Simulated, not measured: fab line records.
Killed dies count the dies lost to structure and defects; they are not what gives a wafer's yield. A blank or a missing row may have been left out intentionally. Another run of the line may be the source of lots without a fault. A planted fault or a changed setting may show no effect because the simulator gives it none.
fab line records	flow n5-finfet
record lots=24	wafers=72	last-day=18
route steps=1938 shown BEOL_M11@1554 BEOL_M12@1603
lots untouched by any fault: they come from a run of this same line in which no faults occurred
start-h: start of the lot's first displayed wafer, in hours after the record's first day	wait-h: hours since the lot's step before	" same as the row above	L1.1+2: several wafers, shown together as one row	- no value present, or no start provided	* or withheld: withheld	< > ~ a bound
route shown NAME@n: NAME is a module with steps in the file, n the number in the route of the first one	usual: mean/standard deviation of fault-free wafers	same: alike in all rows	chamber/n: place in a boat	sites: per-site readings	_std_site: their standard deviation	_edge_site: outer sites' mean less inner sites'	radius-mm: for every site, how far away it sits from the centre of the wafer	mask NAME#n: copy n	behind: the last tool/chamber to shape the wafer	hold: cause of the lot's hold/its duration in hours/its outcome	device: the n, p or np transistor that did not switch	end of line: the same wafers' tests at the end of the route	for a step that has no rows: nothing shown but its recipe	killed: the dies lost at the first sort to structure and to defects; this is not the yield of the wafer	map: shows each die of a wafer: x if killed, . if not, _ if none is there
set.NAME: setting as actually run; set.NAME@STEP: the setting as run at that earlier step	model.NAME: the simulator's own value behind a step, which no gauge read
one table for each step of the route and one row for each wafer, over a sample of lots
services: from which hour (start-h, from the record's first day; less than 0 if before it) a tool's chamber was out of use, for how many hours, and why
## steps
# step N5_BEOL_M11_ETCH_62
# recipe chemistry=N2/H2	target=SOC	target-depth-a=1100	overetch-a=220	mask-material=SiARC	temp-c=40	time-s=165	ion-energy-ev=200	pressure-mtorr=30	source-w=840	bias-w=150	n2-flow-sccm=200	h2-flow-sccm=200
# usual drypump-motor-current-A=5.6/0.41	oes-product-au=0.67/0.06	rf-vpp-V=524.5/1.9	showerhead-plenum-p-Torr=2.57/0.069	temp-c=40.00/0.11	throttle-valve-pct=17.82/0.26
lot.wafer	tool	chamber	start-h	wait-h	drypump-motor-current-A	oes-product-au	rf-hours-counter-h	rf-vpp-V	showerhead-plenum-p-Torr	temp-c	throttle-valve-pct
L074.1	rie-diel-05	3	237.33	0.0	5.6	0.75	34	521.7	2.47	40.02	17.38
L074.3	"	0	"	"	6.2	0.62	188	528.1	2.64	39.88	18.19
L074.6	"	2	"	"	5.5	0.74	-	526.0	2.59	39.93	17.71
L075.1	rie-diel-02	2	249.44	0.0	5.6	0.63	181	524.5	2.52	39.77	17.56
L075.3	"	3	"	"	5.2	0.59	191	526.1	2.65	39.88	18.19
L075.4	"	0	"	"	5.4	0.78	20	526.6	2.73	39.87	17.62
L076.1	rie-diel-04	3	255.41	0.0	5.7	0.71	58	525.9	2.61	40.08	17.99
L076.3	"	0	"	"	5.9	0.63	159	523.3	2.53	40.09	17.64
L076.6	"	3	"	"	5.7	0.71	-	525.4	2.60	40.01	18.00
L079.1	rie-diel-05	0	259.47	0.0	6.2	0.61	196	526.5	2.63	39.87	18.21
L079.3	"	1	"	"	5.6	0.62	178	523.0	2.52	40.09	17.73
L079.4	"	3	"	"	5.6	0.74	41	522.4	2.46	39.92	17.40
L078.2	rie-diel-04	0	259.71	0.0	5.9	0.63	160	523.8	2.53	40.03	17.63
L078.4	"	2	"	"	6.4	0.71	71	524.2	2.59	39.92	18.04
L078.5	"	3	"	"	5.7	0.71	-	525.2	2.60	40.00	18.00
L077.1	rie-diel-05	0	259.96	0.0	6.2	0.61	196	526.4	2.63	40.03	18.21
L077.3	"	2	"	"	5.5	0.72	65	524.6	2.59	40.00	17.73
L077.6	"	1	"	"	5.6	0.61	-	522.2	2.52	40.07	17.72
L080.2	rie-diel-02	2	278.18	0.0	5.5	0.62	186	524.0	2.52	40.05	17.57
L080.4	"	0	"	"	5.4	0.76	30	528.1	2.73	39.98	17.65
L080.5	"	0	"	"	5.4	0.76	-	529.0	2.73	40.10	17.67
L083.1	rie-diel-04	3	278.60	0.0	5.7	0.71	66	524.3	2.60	40.06	18.03
L083.5	"	0	"	"	5.9	0.63	-	523.0	2.52	40.10	17.64
L083.6	"	1	"	"	5.4	0.73	-	522.4	2.48	39.99	17.73
L081.1	rie-diel-04	0	278.89	0.0	5.9	0.63	166	522.9	2.52	40.10	17.64
L081.4	"	3	"	"	5.7	0.71	66	526.5	2.60	39.87	18.01
L081.5	"	1	"	"	5.3	0.73	-	520.3	2.48	40.05	17.72
L082.1	rie-diel-02	0	280.90	0.0	5.4	0.76	31	527.6	2.73	39.90	17.65
L082.3	"	2	"	"	5.6	0.63	187	524.1	2.52	40.01	17.59
L082.5	"	2	"	"	5.6	0.63	-	523.5	2.52	40.13	17.57
L084.2	rie-diel-04	0	285.92	0.0	5.9	0.64	169	524.8	2.52	40.07	17.66
L084.3	"	3	"	"	5.7	0.70	69	526.1	2.60	39.98	18.02
L084.5	"	0	"	"	5.9	0.63	-	524.4	2.52	40.05	17.63
L085.3	rie-diel-04	3	297.92	0.0	5.7	0.70	72	524.9	2.60	40.22	18.05
L085.5	"	3	"	"	5.7	0.70	-	525.0	2.60	40.02	18.02
L085.6	"	2	"	"	6.4	0.70	-	525.0	2.58	39.89	18.07
L087.2	rie-diel-04	3	315.55	0.0	5.7	0.69	78	525.4	2.60	39.96	18.04
L087.3	"	2	"	"	6.4	0.70	89	525.3	2.58	40.08	18.10
L087.5	"	2	"	"	6.4	0.70	-	523.9	2.58	39.92	18.09
L086.1	rie-diel-02	3	318.02	0.0	5.2	0.59	210	526.5	2.64	40.15	18.23
L086.3	"	1	"	"	4.9	0.75	34	525.2	2.59	40.11	17.50
L086.4	"	0	"	"	5.3	0.75	42	528.7	2.72	40.18	17.67
L089.1	rie-diel-02	3	324.57	0.0	5.2	0.59	212	526.6	2.64	40.03	18.23
L089.5	"	2	"	"	5.6	0.62	-	523.2	2.51	40.12	17.58
L089.6	"	1	"	"	5.0	0.75	-	525.6	2.59	40.15	17.52
L088.1	rie-diel-04	2	328.29	0.0	6.3	0.69	92	523.7	2.58	39.91	18.08
L088.4	"	0	"	"	5.9	0.62	181	523.2	2.52	39.87	17.68
L088.5	"	1	"	"	5.4	0.72	-	522.1	2.47	40.06	17.72
L091.3	rie-diel-02	1	333.46	0.0	4.9	0.74	39	524.2	2.58	40.01	17.50
L091.4	"	0	"	"	5.4	0.74	43	527.2	2.72	40.06	17.66
L091.6	"	2	"	"	5.6	0.62	-	521.6	2.51	40.11	17.60
L090.1	rie-diel-04	3	337.31	0.0	5.7	0.69	84	526.5	2.59	39.90	18.04
L090.3	"	1	"	"	5.4	0.72	56	521.2	2.47	39.85	17.74
L090.5	"	3	"	"	5.7	0.69	-	525.3	2.59	39.92	18.06
L093.3	rie-diel-05	3	345.38	0.0	5.6	0.70	67	522.2	2.45	40.03	17.45
L093.4	"	1	"	"	5.6	0.60	205	524.1	2.51	40.01	17.75
L093.6	"	0	"	"	6.2	0.59	-	526.6	2.62	39.83	18.25
L092.3	rie-diel-02	2	358.09	0.0	5.6	0.60	212	523.5	2.51	39.93	17.63
L092.4	"	0	"	"	5.4	0.73	50	529.3	2.72	39.92	17.69
L092.6	"	3	"	"	5.2	0.58	-	524.8	2.63	40.11	18.27
L094.1	rie-diel-04	2	368.87	0.0	6.4	0.68	105	524.5	2.57	40.04	18.13
L094.5	"	2	"	"	6.4	0.68	-	524.5	2.57	40.08	18.11
L094.6	"	3	"	"	5.7	0.68	-	524.4	2.59	40.04	18.07
L095.2	rie-diel-05	1	375.55	0.0	5.6	0.59	215	522.9	2.50	40.16	17.78
L095.4	"	0	"	"	6.2	0.59	233	524.5	2.62	40.16	18.28
L095.6	"	0	"	"	6.2	0.60	-	525.2	2.62	40.09	18.26
L096.1	rie-diel-02	1	378.85	0.0	4.9	0.72	53	525.6	2.58	39.81	17.53
L096.5	"	1	"	"	4.9	0.73	-	524.9	2.58	39.77	17.53
L096.6	"	2	"	"	5.6	0.61	-	522.9	2.51	39.84	17.62
L097.1	rie-diel-02	3	380.66	0.0	5.2	0.57	229	525.9	2.63	40.04	18.27
L097.2	"	0	"	"	5.4	0.72	57	527.4	2.72	40.16	17.69
L097.3	"	1	"	"	4.9	0.73	54	524.0	2.58	39.99	17.54
# step N5_BEOL_M11_CD_MEAS_18
# recipe pitch-nm=140	target-cd-nm=70
# usual cd-nm=69.7/0.6
lot.wafer	tool	chamber	start-h	wait-h	cd-nm
L074.1	cd-sem-01	-	237.70	0.0	70.1
L074.3	"	-	"	"	70.4
L074.6	"	-	"	"	69.6
L075.1	cd-sem-03	-	249.82	0.0	69.8
L075.3	"	-	"	"	69.7
L075.4	"	-	"	"	70.0
L076.1	cd-sem-01	-	255.78	0.0	70.1
L076.3	"	-	"	"	69.0
L076.6	"	-	"	"	69.1
L079.1	cd-sem-03	-	259.84	0.0	70.0
L079.3	"	-	"	"	70.9
L079.4	"	-	"	"	70.1
L078.2	cd-sem-02	-	260.17	0.1	69.5
L078.4	"	-	"	"	69.9
L078.5	"	-	"	"	69.9
L077.1	cd-sem-02	-	260.33	0.0	70.4
L077.3	"	-	"	"	70.0
L077.6	"	-	"	"	71.3
L080.2	cd-sem-02	-	278.55	0.1	69.8
L080.4	"	-	"	"	69.5
L080.5	"	-	"	"	69.3
L083.1	cd-sem-02	-	278.97	0.0	68.9
L083.5	"	-	"	"	70.2
L083.6	"	-	"	"	70.5
L081.1	cd-sem-01	-	279.51	0.0	69.2
L081.4	"	-	"	"	68.3
L081.5	"	-	"	"	69.1
L082.1	cd-sem-02	-	281.36	0.0	70.5
L082.3	"	-	"	"	70.4
L082.5	"	-	"	"	69.9
L084.2	cd-sem-02	-	286.38	0.1	69.6
L084.3	"	-	"	"	69.8
L084.5	"	-	"	"	69.9
L085.3	cd-sem-03	-	298.38	0.1	69.7
L085.5	"	-	"	"	69.6
L085.6	"	-	"	"	69.7
L087.2	cd-sem-01	-	315.97	0.1	68.7
L087.3	"	-	"	"	69.2
L087.5	"	-	"	"	69.9
L086.1	cd-sem-03	-	318.42	0.0	68.6
L086.3	"	-	"	"	70.0
L086.4	"	-	"	"	70.6
L089.1	cd-sem-01	-	325.03	0.0	70.5
L089.5	"	-	"	"	70.0
L089.6	"	-	"	"	69.8
L088.1	cd-sem-03	-	328.66	0.0	70.0
L088.4	"	-	"	"	70.1
L088.5	"	-	"	"	69.3
L091.3	cd-sem-01	-	333.84	0.1	69.8
L091.4	"	-	"	"	69.9
L091.6	"	-	"	"	69.8
L090.1	cd-sem-03	-	337.68	0.0	69.8
L090.3	"	-	"	"	69.9
L090.5	"	-	"	"	68.8
L093.3	cd-sem-01	-	345.75	0.1	70.0
L093.4	"	-	"	"	70.5
L093.6	"	-	"	"	69.4
L092.3	cd-sem-02	-	358.55	0.1	69.2
L092.4	"	-	"	"	70.2
L092.6	"	-	"	"	69.6
L094.1	cd-sem-03	-	369.23	0.0	69.0
L094.5	"	-	"	"	69.4
L094.6	"	-	"	"	68.8
L095.2	cd-sem-03	-	376.05	0.1	70.6
L095.4	"	-	"	"	71.0
L095.6	"	-	"	"	69.7
L096.1	cd-sem-02	-	379.21	0.0	69.8
L096.5	"	-	"	"	69.9
L096.6	"	-	"	"	69.6
L097.1	cd-sem-02	-	381.04	0.1	69.6
L097.2	"	-	"	"	69.4
L097.3	"	-	"	"	69.9
# step N5_BEOL_M11_SPUTTER_48
# recipe material=Cu	target-thk-a=120	temp-c=-20	bias-v=60	power-w=26000	chamber-pressure-pa=0.13	time-s=2
# usual chuck-gas-flow-sccm=1.26/0.054	throttle-valve-pct=30.3/1.2
lot.wafer	tool	chamber	start-h	wait-h	chuck-gas-flow-sccm	throttle-valve-pct
L074.1	pvd-sputter-01	-	244.54	0.2	1.26	31.9
L074.3	"	-	"	"	1.23	30.6
L074.6	"	-	"	"	1.30	32.1
L075.1	pvd-sputter-01	-	252.68	0.1	1.30	30.3
L075.3	"	-	"	"	1.26	28.4
L075.4	"	-	"	"	1.25	32.4
L076.1	pvd-sputter-02	-	258.98	0.1	1.33	30.1
L076.3	"	-	"	"	1.27	30.7
L076.6	"	-	"	"	1.29	29.2
L079.1	pvd-sputter-02	-	263.45	0.1	1.21	30.7
L079.3	"	-	"	"	1.24	30.8
L079.4	"	-	"	"	1.22	29.2
L078.2	pvd-sputter-01	-	264.33	0.1	1.36	30.1
L078.4	"	-	"	"	1.28	28.9
L078.5	"	-	"	"	1.28	28.6
L077.1	pvd-sputter-01	-	264.45	0.2	1.29	31.8
L077.3	"	-	"	"	1.32	31.2
L077.6	"	-	"	"	1.16	28.6
L080.2	pvd-sputter-02	-	280.99	0.1	1.16	30.6
L080.4	"	-	"	"	1.39	29.0
L080.5	"	-	"	"	1.24	30.5
L083.1	pvd-sputter-01	-	282.03	0.2	1.28	31.9
L083.5	"	-	"	"	1.35	30.2
L083.6	"	-	"	"	1.25	28.3
L081.1	pvd-sputter-02	-	283.13	0.1	1.20	31.2
L081.4	"	-	"	"	1.29	28.8
L081.5	"	-	"	"	1.24	30.9
L082.1	pvd-sputter-02	-	283.91	0.3	1.26	30.6
L082.3	"	-	"	"	1.25	30.2
L082.5	"	-	"	"	1.27	31.0
L084.2	pvd-sputter-02	-	293.90	0.2	1.19	30.7
L084.3	"	-	"	"	1.28	31.0
L084.5	"	-	"	"	1.26	28.9
L085.3	pvd-sputter-01	-	305.13	0.1	1.33	30.3
L085.5	"	-	"	"	1.22	31.2
L085.6	"	-	"	"	1.32	32.1
L087.2	pvd-sputter-01	-	318.89	0.1	1.23	31.5
L087.3	"	-	"	"	1.22	31.8
L087.5	"	-	"	"	1.35	32.0
L086.1	pvd-sputter-03	-	324.93	0.1	1.20	32.3
L086.3	"	-	"	"	1.26	31.7
L086.4	"	-	"	"	1.22	28.7
L089.1	pvd-sputter-02	-	332.72	0.1	1.25	30.9
L089.5	"	-	"	"	1.20	29.1
L089.6	"	-	"	"	1.31	30.3
L088.1	pvd-sputter-02	-	334.18	0.2	1.24	30.9
L088.4	"	-	"	"	1.20	30.7
L088.5	"	-	"	"	1.31	30.3
L091.3	pvd-sputter-02	-	339.30	0.1	1.26	30.3
L091.4	"	-	"	"	1.17	30.3
L091.6	"	-	"	"	1.26	29.1
L090.1	pvd-sputter-01	-	342.17	0.1	1.22	30.4
L090.3	"	-	"	"	1.30	31.9
L090.5	"	-	"	"	1.26	31.4
L093.3	pvd-sputter-01	-	349.21	0.1	1.29	30.4
L093.4	"	-	"	"	1.23	28.6
L093.6	"	-	"	"	1.32	28.5
L092.3	pvd-sputter-03	-	366.19	0.1	1.31	28.9
L092.4	"	-	"	"	1.09	31.4
L092.6	"	-	"	"	1.31	28.8
L094.1	pvd-sputter-01	-	373.73	0.6	1.32	31.6
L094.5	"	-	"	"	1.12	32.1
L094.6	"	-	"	"	1.34	31.2
L095.2	pvd-sputter-03	-	380.30	0.2	1.21	28.4
L095.4	"	-	"	"	1.19	29.0
L095.6	"	-	"	"	1.22	32.3
L096.1	pvd-sputter-01	-	381.61	0.1	1.26	32.1
L096.5	"	-	"	"	1.37	30.1
L096.6	"	-	"	"	1.18	28.4
L097.1	pvd-sputter-01	-	384.59	0.1	1.35	28.2
L097.2	"	-	"	"	1.31	30.2
L097.3	"	-	"	"	1.23	32.0
# step N5_BEOL_M11_INSPECT_58
# recipe inspect-instrument=darkfield	mode=post-dep
# usual raw-defect-count=74/22
lot.wafer	tool	chamber	start-h	wait-h	raw-defect-count
L074.1	defect-inspect-02	-	245.53	0.0	61
L074.3	"	-	"	"	69
L074.6	"	-	"	"	67
L075.1	defect-inspect-02	-	253.65	0.0	41
L075.3	"	-	"	"	26
L075.4	"	-	"	"	44
L076.1	defect-inspect-01	-	259.95	0.0	74
L076.3	"	-	"	"	68
L076.6	"	-	"	"	68
L079.1	defect-inspect-02	-	264.45	0.0	80
L079.3	"	-	"	"	76
L079.4	"	-	"	"	68
L078.2	defect-inspect-02	-	265.30	0.0	85
L078.4	"	-	"	"	143
L078.5	"	-	"	"	88
L077.1	defect-inspect-02	-	265.42	0.0	68
L077.3	"	-	"	"	63
L077.6	"	-	"	"	77
L080.2	defect-inspect-02	-	281.96	0.0	61
L080.4	"	-	"	"	75
L080.5	"	-	"	"	69
L083.1	defect-inspect-02	-	283.35	0.0	85
L083.5	"	-	"	"	51
L083.6	"	-	"	"	81
L081.1	defect-inspect-01	-	284.16	0.0	58
L081.4	"	-	"	"	80
L081.5	"	-	"	"	87
L082.1	defect-inspect-01	-	284.88	0.0	60
L082.3	"	-	"	"	53
L082.5	"	-	"	"	35
L084.2	defect-inspect-01	-	295.99	0.0	75
L084.3	"	-	"	"	51
L084.5	"	-	"	"	71
L085.3	defect-inspect-02	-	306.18	0.0	66
L085.5	"	-	"	"	71
L085.6	"	-	"	"	84
L087.2	defect-inspect-01	-	319.86	0.0	84
L087.3	"	-	"	"	103
L087.5	"	-	"	"	62
L086.1	defect-inspect-02	-	325.95	0.0	58
L086.3	"	-	"	"	116
L086.4	"	-	"	"	101
L089.1	defect-inspect-01	-	333.68	0.0	97
L089.5	"	-	"	"	40
L089.6	"	-	"	"	83
L088.1	defect-inspect-02	-	335.24	0.0	50
L088.4	"	-	"	"	66
L088.5	"	-	"	"	62
L091.3	defect-inspect-01	-	340.27	0.0	75
L091.4	"	-	"	"	56
L091.6	"	-	"	"	49
L090.1	defect-inspect-02	-	343.15	0.0	71
L090.3	"	-	"	"	77
L090.5	"	-	"	"	69
L093.3	defect-inspect-01	-	350.24	0.0	62
L093.4	"	-	"	"	46
L093.6	"	-	"	"	74
L092.3	defect-inspect-02	-	367.24	0.0	44
L092.4	"	-	"	"	73
L092.6	"	-	"	"	87
L094.1	defect-inspect-02	-	374.78	0.0	42
L094.5	"	-	"	"	68
L094.6	"	-	"	"	79
L095.2	defect-inspect-02	-	381.70	0.0	57
L095.4	"	-	"	"	48
L095.6	"	-	"	"	146
L096.1	defect-inspect-01	-	382.69	0.0	100
L096.5	"	-	"	"	86
L096.6	"	-	"	"	140
L097.1	defect-inspect-01	-	385.73	0.0	53
L097.2	"	-	"	"	52
L097.3	"	-	"	"	45
# step N5_BEOL_M12_THK_MEAS_01
# recipe reads=SiOC_of_BEOL_M12_ILD_DEP_00
# usual M12_ILD_THK=662/9.2
lot.wafer	tool	chamber	start-h	wait-h	M12_ILD_THK[nm]
L074.1	film-metro-01	-	245.69	0.1	658
L074.3	"	-	"	"	657
L074.6	"	-	"	"	669
L075.1	film-metro-01	-	253.82	0.1	652
L075.3	"	-	"	"	655
L075.4	"	-	"	"	656
L076.1	film-metro-02	-	260.12	0.1	664
L076.3	"	-	"	"	674
L076.6	"	-	"	"	665
L079.1	film-metro-01	-	264.62	0.1	652
L079.3	"	-	"	"	658
L079.4	"	-	"	"	667
L078.2	film-metro-01	-	265.49	0.1	660
L078.4	"	-	"	"	660
L078.5	"	-	"	"	658
L077.1	film-metro-01	-	265.64	0.1	674
L077.3	"	-	"	"	676
L077.6	"	-	"	"	676
L080.2	film-metro-02	-	282.13	0.1	663
L080.4	"	-	"	"	665
L080.5	"	-	"	"	664
L083.1	film-metro-01	-	283.71	0.3	662
L083.5	"	-	"	"	678
L083.6	"	-	"	"	673
L081.1	film-metro-02	-	284.32	0.1	655
L081.4	"	-	"	"	661
L081.5	"	-	"	"	661
L082.1	film-metro-02	-	285.10	0.1	669
L082.3	"	-	"	"	685
L082.5	"	-	"	"	680
L084.2	film-metro-02	-	296.20	0.1	651
L084.3	"	-	"	"	680
L084.5	"	-	"	"	661
L085.3	film-metro-01	-	306.35	0.1	655
L085.5	"	-	"	"	677
L085.6	"	-	"	"	670
L087.2	film-metro-02	-	320.03	0.1	658
L087.3	"	-	"	"	660
L087.5	"	-	"	"	662
L086.1	film-metro-02	-	326.12	0.1	653
L086.3	"	-	"	"	652
L086.4	"	-	"	"	669
L089.1	film-metro-01	-	333.85	0.1	644
L089.5	"	-	"	"	656
L089.6	"	-	"	"	667
L088.1	film-metro-02	-	335.41	0.1	659
L088.4	"	-	"	"	661
L088.5	"	-	"	"	664
L091.3	film-metro-01	-	340.49	0.1	662
L091.4	"	-	"	"	662
L091.6	"	-	"	"	659
L090.1	film-metro-01	-	343.32	0.1	652
L090.3	"	-	"	"	656
L090.5	"	-	"	"	666
L093.3	film-metro-01	-	350.41	0.1	643
L093.4	"	-	"	"	664
L093.6	"	-	"	"	664
L092.3	film-metro-02	-	367.41	0.1	648
L092.4	"	-	"	"	655
L092.6	"	-	"	"	669
L094.1	film-metro-02	-	374.95	0.1	653
L094.5	"	-	"	"	680
L094.6	"	-	"	"	677
L095.2	film-metro-02	-	381.87	0.1	657
L095.4	"	-	"	"	666
L095.6	"	-	"	"	675
L096.1	film-metro-01	-	382.86	0.1	656
L096.5	"	-	"	"	678
L096.6	"	-	"	"	665
L097.1	film-metro-02	-	385.90	0.1	658
L097.2	"	-	"	"	658
L097.3	"	-	"	"	658
# step N5_BEOL_M12_OVL_MEAS_29
# recipe points-per-wafer=44
# usual M12_OVL=-1/6.8
lot.wafer	tool	chamber	start-h	wait-h	M12_OVL[nm]
L074.1	overlay-01	0	247.77	0.0	6
L074.3	"	0	"	"	4
L074.6	"	0	"	"	5
L075.1	overlay-01	0	255.59	0.0	5
L075.3	"	0	"	"	-6
L075.4	"	0	"	"	5
L076.1	overlay-01	0	261.48	0.0	4
L076.3	"	0	"	"	-2
L076.6	"	0	"	"	9
L079.1	overlay-02	0	266.17	0.0	-11
L079.3	"	0	"	"	-12
L079.4	"	0	"	"	-2
L078.2	overlay-01	0	266.73	0.0	-6
L078.4	"	0	"	"	-2
L078.5	"	0	"	"	-5
L077.1	overlay-01	0	266.91	0.0	-6
L077.3	"	0	"	"	1
L077.6	"	0	"	"	-12
L080.2	overlay-01	0	283.54	0.0	-4
L080.4	"	0	"	"	0
L080.5	"	0	"	"	1
L083.1	overlay-01	0	285.00	0.0	-7
L083.5	"	0	"	"	-3
L083.6	"	0	"	"	3
L081.1	overlay-01	0	285.70	0.0	9
L081.4	"	0	"	"	4
L081.5	"	0	"	"	7
L082.1	overlay-02	0	286.60	0.0	5
L082.3	"	0	"	"	-1
L082.5	"	0	"	"	0
L084.2	overlay-02	0	297.45	0.0	-2
L084.3	"	0	"	"	-10
L084.5	"	0	"	"	-1
L085.3	overlay-01	0	307.76	0.0	8
L085.5	"	0	"	"	13
L085.6	"	0	"	"	15
L087.2	overlay-02	0	321.84	0.0	-6
L087.3	"	0	"	"	2
L087.5	"	0	"	"	-6
L086.1	overlay-01	0	327.62	0.0	-4
L086.3	"	0	"	"	-1
L086.4	"	0	"	"	1
L089.1	overlay-01	0	335.22	0.0	-14
L089.5	"	0	"	"	-6
L089.6	"	0	"	"	-6
L088.1	overlay-01	0	336.90	0.0	2
L088.4	"	0	"	"	-3
L088.5	"	0	"	"	3
L091.3	overlay-01	0	341.85	0.0	12
L091.4	"	0	"	"	-1
L091.6	"	0	"	"	0
L090.1	overlay-01	0	344.86	0.0	-8
L090.3	"	0	"	"	-11
L090.5	"	0	"	"	-2
L093.3	overlay-02	0	351.66	0.0	-7
L093.4	"	0	"	"	3
L093.6	"	0	"	"	-1
L092.3	overlay-01	0	368.78	0.0	-5
L092.4	"	0	"	"	-8
L092.6	"	0	"	"	-9
L094.1	overlay-01	0	376.76	0.0	0
L094.5	"	0	"	"	-2
L094.6	"	0	"	"	-5
L095.2	overlay-02	0	383.11	0.0	1
L095.4	"	0	"	"	-1
L095.6	"	0	"	"	-1
L096.1	overlay-02	0	384.23	0.0	3
L096.5	"	0	"	"	2
L096.6	"	0	"	"	1
L097.1	overlay-01	0	387.15	0.0	-3
L097.2	"	0	"	"	-8
L097.3	"	0	"	"	5
## services
tool	chamber	start-h	hours	kind
rie-diel-02	3	264.08	11.4	repair
rie-diel-02	-	271.71	2.8	pm
rie-diel-02	-	300.28	4.0	repair
rie-diel-02	0	322.58	9.6	repair
rie-diel-04	1	330.34	2.0	repair
pvd-sputter-03	-	332.92	11.1	repair
rie-diel-02	-	337.47	0.7	repair
pvd-sputter-02	-	346.78	6.9	repair
rie-diel-05	3	351.34	12.4	repair
rie-diel-04	0	384.21	6.8	repair
## key
fault none
